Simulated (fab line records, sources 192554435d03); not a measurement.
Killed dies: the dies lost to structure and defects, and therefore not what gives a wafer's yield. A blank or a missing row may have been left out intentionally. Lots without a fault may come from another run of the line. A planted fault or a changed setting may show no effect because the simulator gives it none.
Matching of chambers | flow n5_finfet | pecvd-04 running N5_BEOL_M7_PECVD_70: 3 sister chambers
The step deposits SiO2 from TEOS/O2, target thk 20 nm, time 22.7 s. 3 wafers are shown with their chamber, then 11 later ones without.

== EACH WAFER AND ITS CHAMBER ==
wafer  | chamber | throttle_valve_pct (%)
L088.4 | 2       | 20.7
L088.5 | 0       | 23.4
L090.1 | 1       | 21.9

== WAFERS WITH NO CHAMBER GIVEN ==
wafer  | throttle_valve_pct (%)
L090.3 | 21.9
L090.5 | 21.8
L093.3 | 23.6
L093.4 | 21.8
L093.6 | 23.7
L094.1 | 20.7
L094.5 | 23.6
L094.6 | 20.9
L097.1 | 20.9
L097.2 | 21.5
L097.3 | 21.7

== WHICH CHAMBER EACH ONE RAN IN ==
wafer  | from the rows above     | in truth
L090.3 | 1                       | 1
L090.5 | 1                       | 1
L093.3 | 0                       | 0
L093.4 | 1                       | 1
L093.6 | 0                       | 0
L094.1 | 2                       | 2
L094.5 | 0                       | 0
L094.6 | 2                       | 2
L097.1 | 2                       | 2
L097.2 | can't be placed: 1 or 2 | 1
L097.3 | 1                       | 1
Correct placement for 10 of the 11. These rows do not allow placing 1 (true chamber among the candidates in 1). 0 placed wrongly.
How it was worked out, from the rows above alone: a wafer's distance from a chamber is the root of the sum, over the readings, of the square of ((its reading less the chamber's mean) divided by the reading's scatter). The wafer belongs to the nearest chamber; if the next one is less than 2 further off, it can't be placed. For every chamber, the mean is computed from those of its wafers that are shown. The scatter (one wafer shown for each chamber): square how far every hidden wafer sits from the nearest shown wafer, average those squares and take the square root.
